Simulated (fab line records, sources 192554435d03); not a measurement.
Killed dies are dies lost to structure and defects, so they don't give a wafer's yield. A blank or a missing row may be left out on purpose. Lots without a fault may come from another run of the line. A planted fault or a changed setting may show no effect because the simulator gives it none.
fab line records | flow n5_finfet
record lots=7 wafers=21
route steps=1938 shown BEOL_M6@1204 BEOL_M7@1299 BEOL_M8@1335 BEOL_M9@1408 BEOL_M12@1609
start_h: hours from the record's first day to the start of the lot's first wafer shown | wait_h: hours since the lot's step before | " the same as in the row above | L1.1+2: a row that stands for several wafers | - no value, or no start given | * or withheld: withheld | < > ~ a bound
route shown NAME@n: a module of which the file shows steps, and the number in the route of the first | usual: mean/standard deviation of fault-free wafers | same: alike in all rows | chamber/n: place in a boat | sites: the reading at each site | _std_site: their standard deviation | _edge_site: outer sites' mean less inner sites' | radius_mm: how far each site lies from the wafer's centre | mask NAME#n: copy n | behind: the tool/chamber that last shaped the wafer | hold: why the lot was held/for how many hours/how that ended | device: the transistor (n, p or np) that didn't switch | end of line: the same wafers' tests at the end of the route | a step without rows: its recipe alone | killed: dies lost to structure and defects at the first sort, not the wafer's yield | map: a wafer's dies, x killed, . not, _ none there
set.NAME: the setting as run; set.NAME@STEP: as run at that earlier step | model.NAME: the simulator's own value behind a step, which no gauge read
lots whose settings were changed on purpose; a table a step, a row a wafer
## steps
# step N5_BEOL_M6_EXPOSE_08
# recipe mask_id=M6 na=1.35 source_shape=dipole sigma_inner=0.817 sigma_outer=0.97 polarization=te dose_mj=68.25
# columns lot.wafer tool chamber start_h wait_h mask set.dose_mj
L080.1 arfi_scanner-03 0 206.36 - M6#0 63.38
L080.2+3 " 0 " " M6#0 68.25
L081.2+5+6 arfi_scanner-01 0 224.78 - M6#0 68.25
L084.1+6 arfi_scanner-02 0 238.81 - M6#0 72.68
L084.4 " 0 " " M6#0 68.25
L083.4+6 arfi_scanner-01 0 245.39 - M6#0 68.25
L083.5 " 0 " " M6#0 71.72
L086.1+3+5 arfi_scanner-02 0 258.37 - M6#0 68.25
L093.2+3+5 arfi_scanner-01 0 298.58 - M6#0 68.25
L095.3+4+6 arfi_scanner-01 0 307.82 - M6#0 68.25
# step N5_BEOL_M6_PEB_09
# recipe peb_temp_c=withheld peb_time_s=60 resist=CAR-ArF
# step N5_BEOL_M6_DEVELOP_10
# recipe develop_time_s=30 developer=TMAH resist=CAR-ArF rinse_liquid=diw dry=air_spin dev_temp_c=23
# step N5_BEOL_M6_CD_MEAS_11
# recipe target_cd_nm=38.5 landing_energy_ev=500 detector=se_inlens polarity=opening
# usual cd_nm=38.5/0.65
# columns lot.wafer tool chamber start_h wait_h set.dose_mj@BEOL_M6_EXPOSE_08 cd_nm
L080.1 cd_sem-01 0 206.49 - 63.38 33.8
L080.2 " 0 " " 68.25 37.3
L080.3 " 0 " " 68.25 38.5
L081.2 cd_sem-03 0 224.90 - 68.25 38.9
L081.5 " 0 " " 68.25 38.8
L081.6 " 0 " " 68.25 38.9
L084.1 cd_sem-03 0 238.94 - 72.68 41.5
L084.4 " 0 " " 68.25 39.2
L084.6 " 0 " " 72.68 42.9
L083.4 cd_sem-02 0 245.51 - 68.25 38.4
L083.5 " 0 " " 71.72 41.8
L083.6 " 0 " " 68.25 37.8
L086.1 cd_sem-02 0 258.50 - 68.25 39.1
L086.3 " 0 " " 68.25 38.9
L086.5 " 0 " " 68.25 38.3
L093.2 cd_sem-01 0 298.71 - 68.25 39.3
L093.3 " 0 " " 68.25 39.2
L093.5 " 0 " " 68.25 38.5
L095.3 cd_sem-03 0 307.94 - 68.25 38.9
L095.4 " 0 " " 68.25 39.3
L095.6 " 0 " " 68.25 38.6
# step N5_BEOL_M6_DESCUM_16
# recipe chemistry=O2 time_s=7.9 source_power_w=50 bias_power_w=20 pressure_mtorr=20 rf_frequency_hz=2.712e+07 temp_c=40 resist=CAR-ArF o2_flow_sccm=225
# step N5_BEOL_M6_ETCH_61
# recipe chemistry=CF4 target=SiARC target_depth_a=455 mask_material=CAR-ArF time_s=75.8 ion_energy_ev=80 pressure_mtorr=40 source_w=545 bias_w=36 Ar_flow_sccm=100 cf4_flow_sccm=100 ends=cleared
# columns lot.wafer tool chamber start_h wait_h set.dose_mj@BEOL_M6_EXPOSE_08 model.BEOL_M6.cd_offset_nm
L080.1 rie_diel-02 0 206.61 0.0 63.38 -4.8
L080.2 " 2 " " 68.25 -1
L080.3 " 3 " " 68.25 -0.2
L081.2 rie_diel-03 1 225.47 0.0 68.25 0.6
L081.5 " 2 " " 68.25 0
L081.6 " 1 " " 68.25 0.4
L084.1 rie_diel-02 1 239.06 0.0 72.68 3
L084.4 " 2 " " 68.25 1
L084.6 " 1 " " 72.68 4.4
L083.4 rie_diel-06 3 245.77 0.0 68.25 0.2
L083.5 " 0 " " 71.72 3.2
L083.6 " 1 " " 68.25 -0.6
L086.1 rie_diel-02 1 258.99 0.0 68.25 0.6
L086.3 " 3 " " 68.25 0
L086.5 " 0 " " 68.25 -0.2
L093.2 rie_diel-06 2 298.83 0.0 68.25 0.4
L093.3 " 0 " " 68.25 0.2
L093.5 " 0 " " 68.25 -0.2
L095.3 rie_diel-02 1 308.06 0.0 68.25 0.8
L095.4 " 1 " " 68.25 1
L095.6 " 2 " " 68.25 -0.2
# step N5_BEOL_M6_ETCH_62
# recipe chemistry=N2/H2 target=SOC target_depth_a=1100 overetch_a=220 mask_material=SiARC temp_c=40 time_s=165 ion_energy_ev=200 pressure_mtorr=30 source_w=840 bias_w=150 n2_flow_sccm=200 h2_flow_sccm=200
# columns lot.wafer tool chamber start_h wait_h set.dose_mj@BEOL_M6_EXPOSE_08 model.BEOL_M6.cd_offset_nm
L080.1 rie_diel-02 0 206.67 0.0 63.38 -4.8
L080.2+3 " 2,3 " " 68.25 -0.4
L081.2 rie_diel-03 1 225.52 0.0 68.25 1
L081.5 " 2 " " 68.25 0.2
L081.6 " 1 " " 68.25 0.8
L084.1 rie_diel-02 1 239.12 0.0 72.68 2.8
L084.4 " 2 " " 68.25 1.4
L084.6 " 1 " " 72.68 4.6
L083.4 rie_diel-06 3 245.82 0.0 68.25 0.4
L083.5 " 0 " " 71.72 3.2
L083.6 " 1 " " 68.25 -0.4
L086.1 rie_diel-02 1 259.05 0.0 68.25 0.8
L086.3 " 3 " " 68.25 0
L086.5 " 0 " " 68.25 0.2
L093.2 rie_diel-06 2 298.89 0.0 68.25 0.6
L093.3 " 0 " " 68.25 0.4
L093.5 " 0 " " 68.25 0.2
L095.3+6 rie_diel-02 1,2 308.12 0.0 68.25 0.2
L095.4 " 1 " " 68.25 0.8
# step N5_BEOL_M6_STRIP_68
# recipe chemistry=N2/H2 temp_c=40 n2_flow_sccm=200 h2_flow_sccm=200 rf_frequency_hz=6e+07
# step N5_BEOL_M6_STRIP_67
# recipe chemistry=CF4 resist=SiARC power_w=300 bias_power_w=75 pressure_mtorr=50 cf4_flow_sccm=150 rf_frequency_hz=6e+07
# step N5_BEOL_M6_HM_OPEN_17
# recipe chemistry=Cl2/BCl3 target_depth_a=200 overetch_a=60 target=TiN mask_material=SOC ion_energy_ev=150 pressure_mtorr=10 icp_w=1000 bias_w=126 Cl2_flow_sccm=53.25 bcl3_flow_sccm=21.75 Ar_flow_sccm=25
# columns lot.wafer tool chamber start_h wait_h set.target_thk_a@BEOL_M6_HM_DEP_02 model.etch.depth_nm
L080.1 rie_metal-02 0 206.86 0.0 200 20.37
L080.2 " 1 " " 200 19.97
L080.3 " 0 " " 200 19.94
L081.2 rie_metal-01 1 225.71 0.0 200 19.62
L081.5 " 1 " " 177.2 17.45
L081.6 " 0 " " 200 19.87
L084.1 rie_metal-01 0 239.31 0.0 211.7 21.46
L084.4 " 1 " " 200 19.79
L084.6 " 0 " " 211.7 20.96
L083.4 rie_metal-01 1 246.04 0.1 200 20.25
L083.5 " 0 " " 175.3 17.69
L083.6 " 1 " " 175.3 17.47
L086.1 rie_metal-02 0 259.23 0.0 200 19.85
L086.3 " 1 " " 200 20.1
L086.5 " 1 " " 200 19.57
L093.2 rie_metal-03 0 299.07 0.0 191.2 19.27
L093.3 " 0 " " 200 20.53
L093.5 " 0 " " 191.2 19.38
L095.3 rie_metal-01 1 308.33 0.1 200 20.5
L095.4 " 0 " " 200 19.88
L095.6 " 1 " " 200 19.98
# step N5_BEOL_M6_STRIP_19
# recipe chemistry=O2 power_w=400 temp_c=40 pressure_mtorr=30 rf_frequency_hz=6e+07 bias_power_w=0 overash_fraction=0.2 o2_flow_sccm=225
# columns lot.wafer tool chamber start_h wait_h set.temp_c
L080.1+2 rie_diel-06 3,1 206.97 0.1 40
L080.3 " 0 " " 42.99
L081.2 rie_diel-03 3 225.82 0.1 40
L081.5+6 " 1,2 " " 42.21
L084.1 rie_diel-03 0 239.42 0.1 43.55
L084.4+6 " 0,2 " " 40
L083.4+6 rie_diel-06 1,3 246.12 0.1 41.11
L083.5 " 0 " " 40
L086.1+3+5 rie_diel-02 0,2,1 259.40 0.1 40
L093.2 rie_diel-03 3 299.19 0.1 38.41
L093.3+5 " 2,1 " " 40
L095.3+4+6 rie_diel-06 2,2,0 308.49 0.1 40
# step N5_BEOL_M6_CD_MEAS_18
# recipe pitch_nm=80 target_cd_nm=40
# usual cd_nm=40.0/0.74
# columns lot.wafer tool chamber start_h wait_h set.dose_mj@BEOL_M6_EXPOSE_08 cd_nm
L080.1 cd_sem-02 - 207.04 0.0 63.38 35.0
L080.2 " - " " 68.25 39.4
L080.3 " - " " 68.25 39.6
L081.2 cd_sem-02 - 225.89 0.1 68.25 41.2
L081.5 " - " " 68.25 40.3
L081.6 " - " " 68.25 41.0
L084.1 cd_sem-01 - 239.49 0.0 72.68 43.3
L084.4 " - " " 68.25 41.7
L084.6 " - " " 72.68 44.8
L083.4 cd_sem-02 - 246.20 0.1 68.25 40.6
L083.5 " - " " 71.72 43.4
L083.6 " - " " 68.25 39.8
L086.1 cd_sem-01 - 259.47 0.0 68.25 41.0
L086.3 " - " " 68.25 40.1
L086.5 " - " " 68.25 40.1
L093.2 cd_sem-01 - 299.26 0.1 68.25 40.1
L093.3 " - " " 68.25 40.7
L093.5 " - " " 68.25 40.0
L095.3 cd_sem-01 - 308.57 0.1 68.25 40.1
L095.4 " - " " 68.25 40.5
L095.6 " - " " 68.25 40.6
# step N5_BEOL_M6_COAT_63
# recipe resist=SOC temp_c=250 time_s=60 spin_rpm=1500 resist_thk_nm=60
# step N5_BEOL_M6_COAT_64
# recipe resist=SiARC temp_c=220 time_s=60 spin_rpm=1500 resist_thk_nm=12
# step N5_BEOL_M6_PRECLEAN_42
# recipe chemistry=residue_remover time_s=60 temp_c=40
# step N5_BEOL_M6_SRD_43
# recipe time_s=30 temp_c=23 rinse_liquid=diw dry=ipa_marangoni
# step N5_BEOL_M6_CD_MEAS_35
# recipe target_cd_nm=40 target_cd_y_nm=28 polarity=opening
# usual cd_nm=40.0/0.77
# columns lot.wafer tool chamber start_h wait_h set.dose_mj@BEOL_M6_EXPOSE_08 cd_nm
L080.1 cd_sem-01 - 208.05 0.0 63.38 35.1
L080.2 " - " " 68.25 39.7
L080.3 " - " " 68.25 39.5
L081.2 cd_sem-02 - 228.25 0.0 68.25 41.0
L081.5 " - " " 68.25 40.6
L081.6 " - " " 68.25 41.4
L084.1 cd_sem-02 - 240.63 0.0 72.68 43.3
L084.4 " - " " 68.25 42.0
L084.6 " - " " 72.68 44.6
L083.4 cd_sem-03 - 247.33 0.0 68.25 40.9
L083.5 " - " " 71.72 43.5
L083.6 " - " " 68.25 40.0
L086.1 cd_sem-01 - 263.09 0.0 68.25 40.7
L086.3 " - " " 68.25 40.2
L086.5 " - " " 68.25 40.1
L093.2 cd_sem-02 - 300.42 0.0 68.25 40.5
L093.3 " - " " 68.25 40.1
L093.5 " - " " 68.25 39.8
L095.3 cd_sem-02 - 311.97 0.0 68.25 40.1
L095.4 " - " " 68.25 40.7
L095.6 " - " " 68.25 40.5
# step N5_BEOL_M7_DESCUM_33
# recipe chemistry=O2 time_s=7 source_power_w=50 bias_power_w=20 pressure_mtorr=20 rf_frequency_hz=2.712e+07 temp_c=40 resist=CAR-EUV o2_flow_sccm=225
# columns lot.wafer tool chamber start_h wait_h set.time_s model.CAR-EUV_of_BEOL_M7_COAT_22.thk_nm
L080.1+3 rie_diel-05 1,2 215.83 0.2 7.471 26
L080.2 " 0 " " 7 26.2
L081.2 rie_diel-05 3 238.11 0.1 7 26.2
L081.5+6 " 3,2 " " 8.139 25.6
L084.1+4+6 rie_diel-05 2,0,0 250.11 0.3 7 26
L083.4+6 rie_diel-04 0,1 256.98 0.0 7 26.2
L083.5 " 0 " " 7 26.4
L086.1 rie_diel-04 2 271.57 1.0 7 26
L086.3 " 1 " " 8.207 25.4
L086.5 " 0 " " 8.207 25.6
L093.2 rie_diel-05 0 311.58 0.1 7 25.8
L093.3 " 3 " " 7.631 25.8
L093.5 " 3 " " 7 26
L095.3 rie_diel-04 2 317.44 0.2 7 26
L095.4+6 " 0,1 " " 7 26.2
# step N5_BEOL_M7_ETCH_72
# recipe chemistry=N2/H2 target=underlayer target_depth_a=65 mask_material=CAR-EUV time_s=5.2 ion_energy_ev=200 pressure_mtorr=30 source_w=840 bias_w=150 n2_flow_sccm=200 h2_flow_sccm=200 ends=cleared
# columns lot.wafer tool chamber start_h wait_h set.time_s@BEOL_M7_DESCUM_33 model.CAR-EUV_of_BEOL_M7_COAT_22.thk_nm
L080.1 rie_diel-05 1 215.86 0.0 7.471 20.2
L080.2 " 0 " " 7 20.4
L080.3 " 2 " " 7.471 20.4
L081.2 rie_diel-05 3 238.14 0.0 7 20.4
L081.5+6 " 3,2 " " 8.139 20
L084.1 rie_diel-05 2 250.14 0.0 7 20.4
L084.4+6 " 0 " " 7 20.2
L083.4+5 rie_diel-04 0 257.02 0.0 7 20.6
L083.6 " 1 " " 7 20.4
L086.1 rie_diel-04 2 271.61 0.0 7 20.4
L086.3+5 " 1,0 " " 8.207 19.8
L093.2 rie_diel-05 0 311.61 0.0 7 20.2
L093.3 " 3 " " 7.631 20
L093.5 " 3 " " 7 20.4
L095.3+6 rie_diel-04 2,1 317.48 0.0 7 20.4
L095.4 " 0 " " 7 20.6
# step N5_BEOL_M8_PECVD_70
# recipe material=SiO2 target_thk_a=200 temp_c=400 precursor=TEOS/O2 pressure_torr=5.5 rf_w=450 teos_flow_sccm=53.8 gas=O2 flow_sccm=3000 time_s=22.7
# columns lot.wafer tool chamber start_h wait_h set.temp_c model.SiO2_of_BEOL_M8_PECVD_70.thk_nm
L080.1 pecvd-03 1 220.16 0.0 405.1 19.4
L080.2 " 0 " " 405.1 18.8
L080.3 " 0 " " 400 20
L081.2+5 pecvd-02 1 243.37 0.0 400 19.6
L081.6 " 2 " " 400 19.4
L084.1 pecvd-04 2 255.70 0.0 417.2 17.6
L084.4 " 1 " " 400 19.2
L084.6 " 0 " " 417.2 17.4
L083.4 pecvd-04 2 260.60 0.1 400 20.2
L083.5 " 1 " " 400 19.6
L083.6 " 0 " " 388 21.6
L086.1+3 pecvd-04 0,1 275.25 0.0 411.5 17.6
L086.5 " 2 " " 411.5 18.2
L093.2 pecvd-02 2 316.23 0.0 400 19.6
L093.3 " 1 " " 400 19.8
L093.5 " 1 " " 400 20
L095.3+6 pecvd-03 1 321.46 0.1 400 20.2
L095.4 " 0 " " 400 19.6
# step N5_BEOL_M8_DEVELOP_10
# recipe develop_time_s=30 developer=TMAH resist=CAR-ArF rinse_liquid=diw dry=air_spin dev_temp_c=23
# columns lot.wafer tool chamber start_h wait_h set.develop_time_s
L080.1+2+3 litho_track-04 0 - - 30
L081.2+6 litho_track-01 0 - - 30
L081.5 " 0 " " 25.29
L084.1+4+6 litho_track-02 0 - - 24.55
L083.4+5+6 litho_track-04 0 - - 30
L086.1+5 litho_track-04 0 - - 30
L086.3 " 0 " " 36.2
L093.2+3+5 litho_track-02 0 - - 30
L095.3+4+6 litho_track-04 0 - - 30
# step N5_BEOL_M8_STRIP_80
# recipe chemistry=N2/H2 time_s=10 power_w=450 temp_c=40 pressure_mtorr=20 rf_frequency_hz=6e+07 bias_power_w=7 n2_flow_sccm=200 h2_flow_sccm=200
# step N5_BEOL_M8_HM_STRIP_39
# recipe chemistry=peroxide_tin_strip material=TiN target_depth_a=250 temp_c=50 time_s=158
# columns lot.wafer tool chamber start_h wait_h set.temp_c@BEOL_M8_PECVD_70 model.SiO2_of_BEOL_M8_PECVD_70.thk_nm
L080.1 wet_bench-01 6 224.56 0.0 405.1 19.2
L080.2 " 2 " " 405.1 18.6
L080.3 " 0 " " 400 19.8
L081.2+5 wet_bench-02 1,7 247.17 0.0 400 19.4
L081.6 " 5 " " 400 19.2
L084.1 wet_bench-02 7 259.61 0.0 417.2 17.4
L084.4 " 6 " " 400 19.2
L084.6 " 1 " " 417.2 17.2
L083.4 wet_bench-05 1 264.42 0.0 400 20
L083.5 " 3 " " 400 19.4
L083.6 " 7 " " 388 21.4
L086.1+3 wet_bench-01 3,0 279.44 0.0 411.5 17.4
L086.5 " 2 " " 411.5 18
L093.2 wet_bench-02 5 319.78 0.0 400 19.4
L093.3 " 6 " " 400 19.6
L093.5 " 1 " " 400 19.8
L095.3+6 wet_bench-02 7,2 324.99 0.0 400 20
L095.4 " 3 " " 400 19.4
# step N5_BEOL_M9_COAT_05
# recipe resist=CAR-ArF spin_rpm=1500 resist_thk_nm=90
# columns lot.wafer tool chamber start_h wait_h set.spin_rpm model.CAR-ArF_of_BEOL_M9_COAT_05.thk_nm
L080.1 litho_track-05 0 - - 1602 87
L080.2 " 0 " " 1500 89.8
L080.3 " 0 " " 1500 90
L081.2+6 litho_track-05 0 - - 1500 89.8
L081.5 " 0 " " 1398 93.2
L084.1+4 litho_track-03 0 - - 1500 89.6
L084.6 " 0 " " 1407 92.6
L083.4 litho_track-03 0 - - 1500 89.4
L083.5 " 0 " " 1500 89.2
L083.6 " 0 " " 1380 93.4
L086.1 litho_track-05 0 - - 1500 90
L086.3 " 0 " " 1355 94.8
L086.5 " 0 " " 1355 94.6
L093.2+3 litho_track-04 0 - - 1500 89.6
L093.5 " 0 " " 1350 94.4
L095.3 litho_track-05 0 - - 1500 90
L095.4+6 " 0 " " 1500 90.2
# step N5_BEOL_M9_EBR_07
# recipe solvent=PGMEA ebr_width_mm=1.5
# step N5_BEOL_M9_SOFTBAKE_06
# recipe temp_c=110 time_s=60 resist=CAR-ArF
# step N5_BEOL_M9_DESCUM_16
# recipe chemistry=O2 time_s=7.9 source_power_w=50 bias_power_w=20 pressure_mtorr=20 rf_frequency_hz=2.712e+07 temp_c=40 resist=CAR-ArF o2_flow_sccm=225
# columns lot.wafer tool chamber start_h wait_h set.spin_rpm@BEOL_M9_COAT_05 model.CAR-ArF_of_BEOL_M9_COAT_05.thk_nm
L080.1 rie_diel-01 2 231.32 0.0 1602 80.4
L080.2 " 3 " " 1500 83.2
L080.3 " 1 " " 1500 83.6
L081.2 rie_diel-01 1 251.43 0.2 1500 83.4
L081.5 " 2 " " 1398 86.6
L081.6 " 3 " " 1500 83.2
L084.1 rie_diel-05 3 265.37 0.0 1500 83
L084.4 " 2 " " 1500 83.2
L084.6 " 1 " " 1407 86.2
L083.4 rie_diel-01 1 270.25 0.9 1500 83
L083.5 " 2 " " 1500 82.6
L083.6 " 1 " " 1380 87
L086.1 rie_diel-05 1 287.03 0.0 1500 83.6
L086.3+5 " 2,3 " " 1355 88.2
L093.2+3 rie_diel-04 3,1 326.27 0.2 1500 83
L093.5 " 3 " " 1350 88
L095.3 rie_diel-05 2 330.37 0.0 1500 83.6
L095.4+6 " 2,1 " " 1500 83.8
# step N5_BEOL_M12_PEB_08
# recipe peb_temp_c=130 peb_time_s=90
# columns lot.wafer tool chamber start_h wait_h set.peb_temp_c
L080.1 litho_track-05 0 259.41 0.1 131.7
L080.2+3 " 0 " " 130
L081.2+5 litho_track-03 0 271.81 0.0 130
L081.6 " 0 " " 131.1
L084.1+6 litho_track-05 0 289.88 0.1 128.9
L084.4 " 0 " " 130
L083.4 litho_track-03 0 292.86 0.0 130
L083.5+6 " 0 " " 126.8
L086.1+3+5 litho_track-05 0 310.47 0.1 131.8
L093.2+3 litho_track-03 0 346.30 0.0 127.2
L093.5 " 0 " " 130
L095.3+4+6 litho_track-02 0 355.03 0.0 130
# step N5_BEOL_M12_DEVELOP_09
# recipe develop_time_s=45 rinse_liquid=diw dry=air_spin dev_temp_c=21
# step N5_BEOL_M12_HARDBAKE_14
# recipe temp_c=130 time_s=120
# step N5_BEOL_M12_CD_MEAS_10
# recipe target_cd_nm=140 landing_energy_ev=500 detector=se_inlens polarity=opening
# usual cd_nm=140.8/2.8
# columns lot.wafer tool chamber start_h wait_h set.peb_temp_c@BEOL_M12_PEB_08 cd_nm
L080.1 cd_sem-03 0 259.52 - 131.7 146.5
L080.2 " 0 " " 130 140.2
L080.3 " 0 " " 130 143.1
L081.2 cd_sem-01 0 271.92 - 130 139.7
L081.5 " 0 " " 130 135.1
L081.6 " 0 " " 131.1 144.5
L084.1 cd_sem-02 0 290.00 - 128.9 136.6
L084.4 " 0 " " 130 140.6
L084.6 " 0 " " 128.9 138.6
L083.4 cd_sem-03 0 292.98 - 130 141.9
L083.5 " 0 " " 126.8 125.3
L083.6 " 0 " " 126.8 126.4
L086.1 cd_sem-01 0 310.59 - 131.8 151.6
L086.3 " 0 " " 131.8 147.2
L086.5 " 0 " " 131.8 145.7
L093.2 cd_sem-03 0 346.42 - 127.2 131.9
L093.3 " 0 " " 127.2 129.5
L093.5 " 0 " " 130 138.7
L095.3 cd_sem-03 0 355.15 - 130 145.3
L095.4 " 0 " " 130 146.5
L095.6 " 0 " " 130 143.8
## key
split step=N5_BEOL_M6_EXPOSE_08 setting=dose_mj stated=68.25 by=wafer
response step=N5_BEOL_M6_CD_MEAS_11 reading=cd_nm change=+0.568 per=1% r=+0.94
response step=N5_BEOL_M6_ETCH_61 reading=model.BEOL_M6.cd_offset_nm change=+0.545 per=1% r=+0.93
response step=N5_BEOL_M6_ETCH_62 reading=model.BEOL_M6.cd_offset_nm change=+0.526 per=1% r=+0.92
response step=N5_BEOL_M6_CD_MEAS_18 reading=cd_nm change=+0.535 per=1% r=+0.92
response step=N5_BEOL_M6_CD_MEAS_35 reading=cd_nm change=+0.51 per=1% r=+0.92
split step=N5_BEOL_M6_STRIP_19 setting=temp_c stated=40 by=wafer
response none clear
split step=N5_BEOL_M7_DESCUM_33 setting=time_s stated=7 by=wafer
response step=N5_BEOL_M7_DESCUM_33 reading=model.CAR-EUV_of_BEOL_M7_COAT_22.thk_nm change=-0.03 per=1% r=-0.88
response step=N5_BEOL_M7_ETCH_72 reading=model.CAR-EUV_of_BEOL_M7_COAT_22.thk_nm change=-0.0294 per=1% r=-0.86
split step=N5_BEOL_M8_PECVD_70 setting=temp_c stated=400 by=wafer
response step=N5_BEOL_M8_PECVD_70 reading=model.SiO2_of_BEOL_M8_PECVD_70.thk_nm change=-0.466 per=1% r=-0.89
response step=N5_BEOL_M8_HM_STRIP_39 reading=model.SiO2_of_BEOL_M8_PECVD_70.thk_nm change=-0.495 per=1% r=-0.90
split step=N5_BEOL_M8_DEVELOP_10 setting=develop_time_s stated=30 by=wafer
response none clear
split step=N5_BEOL_M9_COAT_05 setting=spin_rpm stated=1500 by=wafer
response step=N5_BEOL_M9_COAT_05 reading=model.CAR-ArF_of_BEOL_M9_COAT_05.thk_nm change=-0.483 per=1% r=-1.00
response step=N5_BEOL_M9_DESCUM_16 reading=model.CAR-ArF_of_BEOL_M9_COAT_05.thk_nm change=-0.49 per=1% r=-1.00
split step=N5_BEOL_M12_PEB_08 setting=peb_temp_c stated=130 by=wafer
response step=N5_BEOL_M12_CD_MEAS_10 reading=cd_nm change=+5.16 per=1% r=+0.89
split outside_this_file step=N5_BEOL_M6_HM_DEP_02 setting=target_thk_a
# split outside_this_file: this setting was split too, and the file shows its column; the key of that split is in another file
